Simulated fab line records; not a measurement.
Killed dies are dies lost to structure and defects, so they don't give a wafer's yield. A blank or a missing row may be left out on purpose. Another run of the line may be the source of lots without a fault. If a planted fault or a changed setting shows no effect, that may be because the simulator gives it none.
fab line records    flow n5Finfet
record: lots: 11  wafers: 32  lastDay: 18
route steps=1938 shown BEOL_M4@1092 BEOL_M5@1132
lots that met no fault: taken from a fault-free run of the same line
startH: hours from the record's opening day to when the first of the lot's shown wafers began    waitH: hours since the lot's step before    " same as the row above    L1.1+2: one row covering several wafers at once    - value missing, or start not given    * or withheld: withheld    < > ~ a bound
route shown NAME@n: names a module that has steps shown in the file, with the first one's number in the route    usual: the fault-free wafers' mean and standard deviation    same: alike in all rows    chamber/n: place in a boat    sites: the reading at each site    _std_site: standard deviation across them    _edge_site: inner sites' mean taken away from outer sites' mean    radiusMm: for every site, how far away it sits from the centre of the wafer    mask NAME#n: copy n    behind: the tool/chamber that last shaped the wafer    hold: why the lot was held/for how many hours/how that ended    device: whichever transistor did not switch (one of n, p or np)    end of line: the route-end tests of the same wafers    step lacking rows: just its recipe    killed: at the first sort, the dies lost to defects and structure; wafer yield is something else    map: a wafer's dies, marking killed ones x, the rest . and places with no die _
set.NAME: the setting the step ran with; set.NAME@STEP: the setting that earlier step ran with    model.NAME: the simulator's own value behind a step, which no gauge read
one table for each step of the route and one row for each wafer, over a sample of lots
services: a tool's chamber out of use, with start hour (startH, from the record's first day; less than 0 if before it), hours out, and reason
== steps ==
step: N5_BEOL_M4_SPUTTER_88
recipe: material: Cu  targetThkA: 45  tempC: -20  chamberPressurePa: 0.07  powerW: withheld  timeS: 8.29
usual: chuckSensorTempC: -15.8/0.44  throttleValvePct: 29.6/1
lot.wafer  tool           chamber  startH  waitH  chuckSensorTempC  throttleValvePct
L178.2     pvdSputter-02  -        200.40  0.1    -15.7             29.6
L178.3     "              -        "       "      -15.6             28.7
L176.1     pvdSputter-03  -        202.35  0.1    -16.5             29.7
L176.3     "              -        "       "      -15.7             30.2
L176.5     "              -        "       "      -15.8             30.0
L180.1     pvdSputter-03  -        230.18  0.1    -15.9             30.1
L180.3     "              -        "       "      -16.5             29.1
L180.6     "              -        "       "      -15.7             28.6
L182.1     pvdSputter-03  -        232.99  0.1    -16.3             29.2
L182.3     "              -        "       "      -15.8             30.0
L182.4     "              -        "       "      -15.8             28.2
L183.1     pvdSputter-02  -        233.72  0.1    -15.8             29.6
L183.4     "              -        "       "      -15.9             30.4
L183.6     "              -        "       "      -15.6             28.8
L181.2     pvdSputter-01  -        234.74  0.1    -15.7             30.6
L181.3     "              -        "       "      -16.5             31.9
L181.5     "              -        "       "      -15.9             31.1
L184.1     pvdSputter-03  -        238.71  0.1    -15.8             30.2
L184.3     "              -        "       "      -16.6             29.4
L184.6     "              -        "       "      -15.8             28.0
L185.1     pvdSputter-02  -        259.08  0.1    -14.9             28.0
L185.2     "              -        "       "      -16.1             30.4
L185.3     "              -        "       "      -15.8             29.7
L193.1     pvdSputter-03  -        300.68  0.1    -15.8             30.1
L193.4     "              -        "       "      -16.6             29.4
L193.6     "              -        "       "      -16.1             28.4
L197.2     pvdSputter-03  -        331.36  0.1    -15.7             30.3
L197.4     "              -        "       "      -16.3             29.5
L197.5     "              -        "       "      -16.5             29.6
L199.1     pvdSputter-02  -        339.03  0.1    -14.8             28.2
L199.3     "              -        "       "      -15.7             28.5
L199.4     "              -        "       "      -15.8             29.5
step: N5_BEOL_M4_SPUTTER_96
recipe: material: Cu  targetThkA: 45  tempC: -20  chamberPressurePa: 0.07  powerW: withheld  timeS: 8.29
usual: chuckSensorTempC: -15.8/0.44  throttleValvePct: 29.6/1.1
lot.wafer  tool           chamber  startH  waitH  chuckSensorTempC  throttleValvePct
L178.2     pvdSputter-02  -        201.28  0.1    -15.7             29.4
L178.3     "              -        "       "      -15.4             28.9
L176.1     pvdSputter-03  -        203.23  0.1    -16.5             29.5
L176.3     "              -        "       "      -15.9             30.1
L176.5     "              -        "       "      -15.9             30.5
L180.1     pvdSputter-03  -        231.06  0.1    -15.8             30.1
L180.3     "              -        "       "      -16.5             29.4
L180.6     "              -        "       "      -16.0             28.4
L182.1     pvdSputter-03  -        233.87  0.1    -16.3             29.3
L182.3     "              -        "       "      -15.8             30.3
L182.4     "              -        "       "      -15.8             28.3
L183.1     pvdSputter-02  -        234.60  0.1    -15.7             29.6
L183.4     "              -        "       "      -16.0             30.5
L183.6     "              -        "       "      -15.8             28.7
L181.2     pvdSputter-01  -        235.62  0.1    -15.7             30.4
L181.3     "              -        "       "      -16.4             31.7
L181.5     "              -        "       "      -16.1             31.4
L184.1     pvdSputter-03  -        239.59  0.1    -15.9             30.0
L184.3     "              -        "       "      -16.3             29.2
L184.6     "              -        "       "      -15.8             28.1
L185.1     pvdSputter-02  -        259.96  0.1    -14.8             28.2
L185.2     "              -        "       "      -16.0             30.2
L185.3     "              -        "       "      -15.9             29.7
L193.1     pvdSputter-03  -        301.56  0.1    -15.7             29.9
L193.4     "              -        "       "      -16.3             29.6
L193.6     "              -        "       "      -15.9             28.4
L197.2     pvdSputter-03  -        332.24  0.1    -15.8             30.5
L197.4     "              -        "       "      -16.6             29.4
L197.5     "              -        "       "      -16.4             29.2
L199.1     pvdSputter-02  -        339.91  0.1    -14.8             28.3
L199.3     "              -        "       "      -15.6             28.8
L199.4     "              -        "       "      -15.6             29.5
step: N5_BEOL_M4_ANNEAL_51
recipe: tempC: 225  timeS: 90  ambient: N2
usual: annealTempC: 224.98/0.19  wafer_temp_C_max: 226.05/0.3
lot.wafer  tool          chamber  startH  waitH  annealTempC  wafer_temp_C_max
L178.2     rtpAnneal-01  0        201.52  0.1    225.02       225.78
L178.3     "             0        "       "      225.03       225.73
L176.1     rtpAnneal-01  0        203.72  0.4    225.04       225.67
L176.3     "             0        "       "      225.07       225.84
L176.5     "             0        "       "      225.22       225.74
L180.1     rtpAnneal-01  0        231.30  0.1    224.90       226.18
L180.3     "             0        "       "      225.05       226.79
L180.6     "             0        "       "      225.15       226.04
L182.1     rtpAnneal-01  0        234.17  0.2    225.07       226.13
L182.3     "             0        "       "      224.94       226.12
L182.4     "             0        "       "      225.17       226.15
L183.1     rtpAnneal-01  0        234.79  0.1    224.80       226.03
L183.4     "             0        "       "      225.05       225.87
L183.6     "             0        "       "      225.23       225.88
L181.2     rtpAnneal-01  0        235.86  0.1    224.83       225.63
L181.3     "             0        "       "      224.73       226.12
L181.5     "             0        "       "      224.74       226.08
L184.1     rtpAnneal-02  0        239.79  0.1    225.09       226.21
L184.3     "             0        "       "      224.89       226.51
L184.6     "             0        "       "      225.16       226.46
L185.1     rtpAnneal-01  0        260.16  0.1    224.80       226.15
L185.2     "             0        "       "      224.75       226.00
L185.3     "             0        "       "      224.90       225.83
L193.1     rtpAnneal-01  0        301.75  0.1    225.16       226.23
L193.4     "             0        "       "      225.42       226.11
L193.6     "             0        "       "      225.18       225.86
L197.2     rtpAnneal-02  0        332.71  0.3    224.78       226.86
L197.4     "             0        "       "      224.92       225.91
L197.5     "             0        "       "      224.48       226.20
L199.1     rtpAnneal-01  0        340.11  0.1    224.85       225.90
L199.3     "             0        "       "      224.96       226.01
L199.4     "             0        "       "      225.00       225.70
step: N5_BEOL_M5_ETCH_62
recipe: chemistry: N2/H2  target: SOC  targetDepthA: 750  overetchA: 150  maskMaterial: SiARC  tempC: 40  timeS: 112.5  ionEnergyEv: 200  pressureMtorr: 30  sourceW: 840  biasW: 150  n2FlowSccm: 200  h2FlowSccm: 200
usual: drypumpMotorCurrentA: 5.9/0.34  oesProductAu: 0.65/0.072  rfFwdPowerW: 836.5/2.6  rfVppV: 525.2/2.2  showerheadPlenumPTorr: 2.59/0.076  throttleValvePct: 17.80/0.23
lot.wafer  tool        chamber  startH  waitH  drypumpMotorCurrentA  oesProductAu  rfFwdPowerW  rfHoursCounterH  rfVppV  showerheadPlenumPTorr  throttleValvePct
L178.2     rieDiel-01  2        205.20  0.0    5.8                   0.76          832.5        8                527.4   2.69                   17.47
L178.3     "           0        "       "      6.3                   0.67          835.7        -                525.6   2.60                   18.09
L176.1     rieDiel-02  0        207.83  0.0    5.5                   0.59          836.6        172              526.7   2.64                   18.24
L176.3     "           3        "       "      6.3                   0.71          840.3        36               528.1   2.70                   17.76
L176.5     "           3        "       "      6.2                   0.70          837.6        -                528.1   2.70                   17.76
L180.1     rieDiel-01  0        235.52  0.0    6.3                   0.66          838.2        73               526.1   2.59                   18.11
L180.3     "           3        "       "      5.8                   0.66          832.1        74               525.1   2.56                   17.75
L180.6     "           2        "       "      5.9                   0.74          836.3        -                527.7   2.69                   17.49
L182.1     rieDiel-01  0        238.74  0.0    6.3                   0.65          836.5        73               524.4   2.59                   18.12
L182.3     "           3        "       "      5.8                   0.67          840.4        75               525.3   2.56                   17.75
L182.4     "           2        "       "      5.9                   0.75          835.7        18               527.8   2.69                   17.49
L183.1     rieDiel-02  3        239.15  0.0    6.2                   0.69          837.9        46               529.1   2.69                   17.78
L183.4     "           0        "       "      5.5                   0.59          837.5        182              527.3   2.63                   18.24
L183.6     "           2        "       "      6.2                   0.54          836.6        -                523.5   2.52                   17.84
L181.2     rieDiel-01  0        239.26  0.0    6.3                   0.66          834.4        74               526.2   2.59                   18.10
L181.3     "           1        "       "      5.8                   0.74          838.4        6                525.8   2.62                   17.83
L181.5     "           1        "       "      5.8                   0.75          836.3        -                524.2   2.62                   17.85
L184.1     rieDiel-05  2        246.78  0.0    5.0                   0.58          834.5        193              520.5   2.41                   17.62
L184.3     "           0        "       "      6.1                   0.54          836.7        230              527.4   2.61                   18.06
L184.6     "           1        "       "      6.0                   0.60          836.6        -                524.9   2.53                   17.74
L185.1     rieDiel-01  1        264.23  0.0    5.8                   0.72          836.8        13               525.6   2.62                   17.86
L185.2     "           2        "       "      5.9                   0.73          840.7        26               529.3   2.68                   17.50
L185.3     "           3        "       "      5.8                   0.66          833.0        81               524.7   2.56                   17.77
L193.1     rieDiel-01  0        307.02  0.0    6.3                   0.64          836.2        96               525.5   2.58                   18.16
L193.4     "           1        "       "      5.8                   0.70          1039.6       28               488.2   2.61                   17.88
L193.6     "           2        "       "      5.8                   0.71          839.9        -                528.0   2.68                   17.54
L197.2     rieDiel-01  1        337.21  0.0    5.8                   0.70          1044.0       36               488.9   2.61                   17.87
L197.4     "           0        "       "      6.3                   0.63          841.8        103              524.6   2.58                   18.15
L197.5     "           3        "       "      5.9                   0.64          838.3        -                525.0   2.55                   17.81
L199.1     rieDiel-02  1        343.81  0.0    5.7                   0.67          835.6        54               524.9   2.58                   17.63
L199.3     "           0        "       "      5.5                   0.57          833.3        213              525.3   2.62                   18.31
L199.4     "           2        "       "      6.2                   0.77          834.4        4                522.8   2.51                   17.47
== services ==
tool           chamber  startH  hours  kind
rieDiel-02     2        177.07  8.7    repair
pvdSputter-02  -        183.42  2.3    repair
rieDiel-01     1        189.91  -      clean
rieDiel-01     1        189.91  -      consumableReplace:focusRing
rieDiel-01     1        189.91  30.6   scheduledDown
rieDiel-01     1        189.91  30.6   ventCycle
rieDiel-02     1        203.82  16.6   repair
rieDiel-01     3        205.00  4.9    repair
rieDiel-05     0        227.75  9.5    repair
rieDiel-05     3        237.47  -      clean
rieDiel-05     3        237.47  -      consumableReplace:focusRing
rieDiel-05     3        237.47  25.4   scheduledDown
rieDiel-05     3        237.47  25.4   ventCycle
rieDiel-01     3        252.29  4.1    repair
rieDiel-02     -        263.90  1.7    repair
rieDiel-05     0        306.85  -      clean
rieDiel-05     0        306.85  -      consumableReplace:focusRing
rieDiel-01     0        309.55  5.6    repair
rieDiel-02     2        313.40  -      clean
rieDiel-02     2        313.40  -      consumableReplace:focusRing
rieDiel-02     2        313.40  18.2   scheduledDown
rieDiel-02     2        313.40  18.2   ventCycle
rieDiel-01     -        320.61  2.8    pm
== key ==
firstSign: step: N5_BEOL_M5_ETCH_62  reading: rfFwdPowerW  direction: up  sigmas: 79  usual: *  struck: *
effect: step: N5_BEOL_M5_ETCH_62  reading: rfVppV  direction: down  sigmas: 17  usual: 525.2  struck: 488.6
metAt N5_BEOL_M5_ETCH_62
struckLots L193,L197
struckWafers L193.4,L197.2
notActingAt N5_BEOL_M4_SPUTTER_88,N5_BEOL_M4_SPUTTER_96,N5_BEOL_M4_ANNEAL_51
onsetBetween 264.23 307.02
fault: kind: processParameterDrift  tool: rieDiel-01  chamber: 1  onsetH: 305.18  steps: N5_BEOL_M5_ETCH_62  channel: sourceW  offset: 201.6  shape: step  endH: 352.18  actsIn: theseRecipesOnly  stated: 840
